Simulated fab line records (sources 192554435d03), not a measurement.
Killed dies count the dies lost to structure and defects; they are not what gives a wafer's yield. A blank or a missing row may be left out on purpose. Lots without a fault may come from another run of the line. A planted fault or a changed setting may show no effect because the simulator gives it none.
Which tool did it?	flow n5_finfet	Sampling: 8 lots, 24 wafers, 8 of 1938 route steps

## WHAT THE GAUGES READ, wafer by wafer
N5_ZERO_LAYER_INSPECT_20: inspects for defects (darkfield). Usual: raw_defect_count reads 37 (standard deviation 16).
lot	measured	on	raw_defect_count	flag
L828	day 1 13:23	defect_inspect-01	24 34 24	
L837	day 3 19:21	defect_inspect-01	37 25 36	
L840	day 4 13:16	defect_inspect-01	361 378 370	OFF
L841	day 4 19:17	defect_inspect-01	400 383 376	OFF
L843	day 5 07:16	defect_inspect-02	382 349 408	OFF
L845	day 5 19:23	defect_inspect-02	36 25 37	
L850	day 7 01:37	defect_inspect-02	87 33 36	
L851	day 7 07:23	defect_inspect-01	12 24 23	

N5_WELL_APT_INSPECT_10: inspects for defects (macro). Usual: raw_defect_count reads 2.2 (standard deviation 1.6).
lot	measured	on	raw_defect_count	flag
L828	day 1 13:44	defect_inspect-01	3 1 1	
L837	day 3 19:50	defect_inspect-01	0 3 1	
L840	day 4 13:45	defect_inspect-02	>300 >300 >300	OFF
L841	day 4 19:39	defect_inspect-02	>300 >300 >300	OFF
L843	day 5 07:46	defect_inspect-02	>300 >300 >300	OFF
L845	day 5 19:44	defect_inspect-02	1 4 0	
L850	day 7 01:59	defect_inspect-02	3 0 2	
L851	day 7 07:44	defect_inspect-02	0 1 2	

N5_WELL_APT_CD_MEAS_25 targets a cd of 200 nm. Usual: cd_nm reads 199.7 nm (standard deviation 1.4).
lot	measured	on	cd_nm (nm)	flag
L828	day 1 14:55	cd_sem-03	197.1 198.3 198.2	
L837	day 3 21:02	cd_sem-01	201.7 200.0 201.0	
L840	day 4 15:10	cd_sem-02	200.1 201.8 200.8	
L841	day 4 20:43	cd_sem-02	200.9 199.9 197.4	
L843	day 5 08:49	cd_sem-03	199.6 198.5 200.9	
L845	day 5 20:50	cd_sem-01	197.8 198.4 199.6	
L850	day 7 03:10	cd_sem-03	201.1 201.7 202.3	
L851	day 7 08:56	cd_sem-01	200.6 198.6 202.7	

N5_WELL_APT_INSPECT_38: inspects for defects (darkfield). Usual: raw_defect_count reads 14 (standard deviation 4.8).
lot	measured	on	raw_defect_count	flag
L828	day 1 16:46	defect_inspect-02	9 12 10	
L837	day 3 23:04	defect_inspect-01	8 10 14	
L840	day 4 17:00	defect_inspect-02	345 336 352	OFF
L841	day 4 22:26	defect_inspect-02	372 351 364	OFF
L843	day 5 10:50	defect_inspect-01	349 340 389	OFF
L845	day 5 23:03	defect_inspect-01	13 16 11	
L850	day 7 05:08	defect_inspect-01	18 15 10	
L851	day 7 10:44	defect_inspect-01	10 12 7	

N5_BEOL_M4_RC_MEAS_101. Usual: DIBL_N 36.5 mV/V, standard deviation 1.4; DIBL_P 36.9 mV/V, standard deviation 1.7; IOFF_N 0.163 nA/um, standard deviation 0.023; IOFF_P 0.22 nA/um, standard deviation 0.032; ION_N 673 uA/um, standard deviation 9; ION_P 462 uA/um, standard deviation 7.5; SS_N 71.6 mV/dec, standard deviation 0.54; SS_P 73.4 mV/dec, standard deviation 0.62; VT_N 249.8 mV, standard deviation 2.8; VT_P -250 mV, standard deviation 3.5.
lot	measured	on	DIBL_N (mV/V)	DIBL_P (mV/V)	IOFF_N (nA/um)	IOFF_P (nA/um)	ION_N (uA/um)	ION_P (uA/um)	SS_N (mV/dec)	SS_P (mV/dec)	VT_N (mV)	VT_P (mV)	flag
L828	day 7 20:49	prober-02	35.6 36.6 35.5	35.4 36.4 35.4	0.143 0.167 0.149	0.19 0.20 0.19	663 665 674	459 450 461	71.8 72.1 71.7	73.3 73.2 72.7	252.3 249.5 251.7	-255 -253 -255	
L837	day 10 00:04	prober-02	33.7 35.0 35.0	34.2 37.2 36.4	0.114 0.146 0.137	0.14 0.18 0.17	642 671 670	441 453 453	71.0 71.8 71.4	72.4 72.6 73.4	256.7 250.6 253.7	-258 -256 -256	
L840	day 11 05:37	prober-02	37.6 35.4 36.4	38.3 34.8 36.9	0.190 0.134 0.165	0.26 0.19 0.23	675 655 686	466 447 467	71.9 70.7 71.2	73.5 72.7 73.6	247.7 255.9 248.5	-248 -253 -251	
L841	day 11 10:47	prober-02	37.1 38.6 38.2	35.0 37.5 36.8	0.147 0.184 0.174	0.18 0.22 0.20	663 675 683	447 455 454	71.5 71.8 71.9	73.0 74.8 73.5	250.5 249.4 248.8	-255 -252 -253	
L843	day 11 10:32	prober-01	37.3 38.3 36.1	38.5 39.0 36.6	0.196 0.204 0.161	0.24 0.25 0.22	682 694 687	462 464 469	71.8 71.9 70.9	74.2 74.2 74.0	245.1 244.8 248.7	-249 -248 -249	
L845	day 12 12:41	prober-02	36.8 36.8 37.8	38.5 38.7 40.1	0.174 0.182 0.198	0.21 0.24 0.25	686 684 688	462 470 467	71.9 71.7 72.4	73.5 73.6 73.6	247.8 248.8 244.6	-251 -248 -246	
L850	day 13 21:52	prober-02	37.4 35.0 37.4	36.8 33.4 36.2	0.154 0.117 0.156	0.21 0.16 0.20	669 668 664	464 456 455	71.8 71.4 71.9	73.0 72.8 73.4	251.2 254.7 252.8	-249 -253 -249	
L851	day 13 15:49	prober-02	37.3 38.3 37.7	36.0 37.0 35.6	0.184 0.213 0.183	0.25 0.29 0.25	675 673 673	464 460 462	71.8 71.7 72.7	73.7 74.9 74.1	246.7 245.4 249.9	-246 -246 -247	

## EACH LOT AND THE TOOL THAT RAN IT (in order: tool; ch and the chambers of the sampled wafers; start)
lot	N5_ZERO_LAYER_ETCH_17	N5_ZERO_LAYER_STRIP_24	N5_WELL_APT_RTA_34
L828	rie_diel-02 ch 1,2, day 1 12:50	plasma_asher-01 ch 0,1, day 1 13:01	rtp_anneal-02 ch 0, day 1 15:53
L837	rie_diel-02 ch 0,3, day 3 18:44	plasma_asher-01 ch 0,1, day 3 18:58	rtp_anneal-01 ch 0, day 3 22:00
L840	rie_diel-01 ch 1,2,3, day 4 12:44	plasma_asher-01 ch 0,1, day 4 12:55	rtp_anneal-02 ch 0, day 4 16:07
L841	rie_diel-06 ch 1,2,3, day 4 18:44	plasma_asher-01 ch 0,1, day 4 18:55	rtp_anneal-01 ch 0, day 4 21:35
L843	rie_diel-01 ch 0,1,2, day 5 06:43	plasma_asher-01 ch 0,1, day 5 06:53	rtp_anneal-01 ch 0, day 5 09:58
L845	rie_diel-06 ch 0,3, day 5 18:50	plasma_asher-02 ch 1, day 5 19:01	rtp_anneal-01 ch 0, day 5 22:12
L850	rie_diel-06 ch 0,1,3, day 7 01:05	plasma_asher-02 ch 0, day 7 01:16	rtp_anneal-01 ch 0, day 7 04:02
L851	rie_diel-06 ch 0,1, day 7 06:50	plasma_asher-02 ch 0,1, day 7 07:01	rtp_anneal-01 ch 0, day 7 09:53
- N5_ZERO_LAYER_ETCH_17: etches SiO2 in CF4, target depth 12 nm, time 13.3 s.
- N5_ZERO_LAYER_STRIP_24: strips in O2.
- N5_WELL_APT_RTA_34: time 10 s.

## WHAT THE TOOLS THEMSELVES READ (means of the sampled wafers that have a number; where no wafer has one, the mark that the record gives instead)
N5_ZERO_LAYER_ETCH_17. Usual: cf4_flow_sccm 100.01 sccm, standard deviation 0.27; drypump_motor_current_A 5.5 A, standard deviation 0.5; oes_product_au 0.78 a.u., standard deviation 0.058; rf_vpp_V 947 V, standard deviation 4.8; showerhead_plenum_p_Torr 2.11 Torr, standard deviation 0.074; throttle_valve_pct 15.58 %, standard deviation 0.18.
lot	tool	cf4_flow_sccm (sccm)	drypump_motor_current_A (A)	oes_product_au (a.u.)	rf_vpp_V (V)	showerhead_plenum_p_Torr (Torr)	throttle_valve_pct (%)	flag
L828	rie_diel-02	100.05	5.9	0.81	944	2.07	15.41	
L837	rie_diel-02	99.75	5.4	0.90	955	2.23	15.34	
L840	rie_diel-01	100.04	5.6	0.74	950	2.17	15.69	
L841	rie_diel-06	100.21	5.2	0.76	943	2.06	15.60	
L843	rie_diel-01	100.24	5.5	0.77	947	2.12	15.58	
L845	rie_diel-06	99.73	5.6	0.70	945	2.08	15.70	
L850	rie_diel-06	100.31	5.4	0.73	945	2.08	15.74	
L851	rie_diel-06	100.22	5.1	0.77	946	2.09	15.76	

N5_ZERO_LAYER_STRIP_24. Usual: drypump_motor_current_A 5.57 A, standard deviation 0.18; heater_power_w 347 W, standard deviation 27; o2_flow_sccm 6750 sccm, standard deviation 20; oes_product_au 0.647 a.u., standard deviation 0.0049; strip_time_to_endpoint_s 43.88 s, standard deviation 0.1.
lot	tool	drypump_motor_current_A (A)	heater_power_w (W)	o2_flow_sccm (sccm)	oes_product_au (a.u.)	strip_time_to_endpoint_s (s)	flag
L828	plasma_asher-01	5.64	371	6767	0.647	43.92	
L837	plasma_asher-01	5.54	336	6764	0.647	43.67	
L840	plasma_asher-01	5.64	362	6730	0.640	43.93	
L841	plasma_asher-01	5.52	344	6735	0.652	43.90	
L843	plasma_asher-01	5.51	338	6743	0.645	43.88	
L845	plasma_asher-02	5.74	337	6750	0.648	43.83	
L850	plasma_asher-02	5.39	340	6742	0.645	44.06	
L851	plasma_asher-02	5.61	338	6754	0.649	43.85	

N5_WELL_APT_RTA_34. Usual: lamp_power_pct 13.01 %, standard deviation 0.05; lamp_zone_5_pct 12.998 %, standard deviation 0.026; wafer_temp_C_max 1003.5, standard deviation 0.92.
lot	tool	lamp_power_pct (%)	lamp_zone_5_pct (%)	wafer_temp_C_max	flag
L828	rtp_anneal-02	13.01	12.998	1003.9	
L837	rtp_anneal-01	13.03	12.999	1004.2	
L840	rtp_anneal-02	13.03	12.980	1003.5	
L841	rtp_anneal-01	13.04	12.990	1004.0	
L843	rtp_anneal-01	13.03	13.018	1003.0	
L845	rtp_anneal-01	12.99	12.986	1003.9	
L850	rtp_anneal-01	12.93	13.016	1004.6	
L851	rtp_anneal-01	12.99	12.989	1004.0	

## THE ANSWER, worked out from the rows above alone
Rule: a lot counts as off when the mean over its wafers that have a number is more than 3 standard deviations away from the usual mean. Also off: a lot with no number at a reading for which 4 or more lots have one. All remaining lots with rows at the step are treated as sound. First the gauges in route order, then the tools' own readings, where a lot's mean is used as printed above. The first step at which some lot is off is used, and at that step the reading that is off furthest; a lot without a number counts as furthest.
Off: L840, L841, L843, at N5_ZERO_LAYER_INSPECT_20 (raw_defect_count).
If a tool, at a process step before that reading, ran all the lots that are off and no sound lot after the first of them, it fits. The gauges at N5_ZERO_LAYER_INSPECT_20 are tried like those tools. One candidate fits, namely plasma_asher-01 at N5_ZERO_LAYER_STRIP_24. Its last sound lot is L837 (day 3 18:58), its first lot that is off L840 (day 4 12:55): a fault that began between those two fits.

## WHAT THE SIMULATOR PUT IN
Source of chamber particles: plasma_asher-01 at N5_ZERO_LAYER_STRIP_24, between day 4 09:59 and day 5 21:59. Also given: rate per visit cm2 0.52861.
Shown lots that were struck: L840, L841, L843. The rule given above showed the same thing.
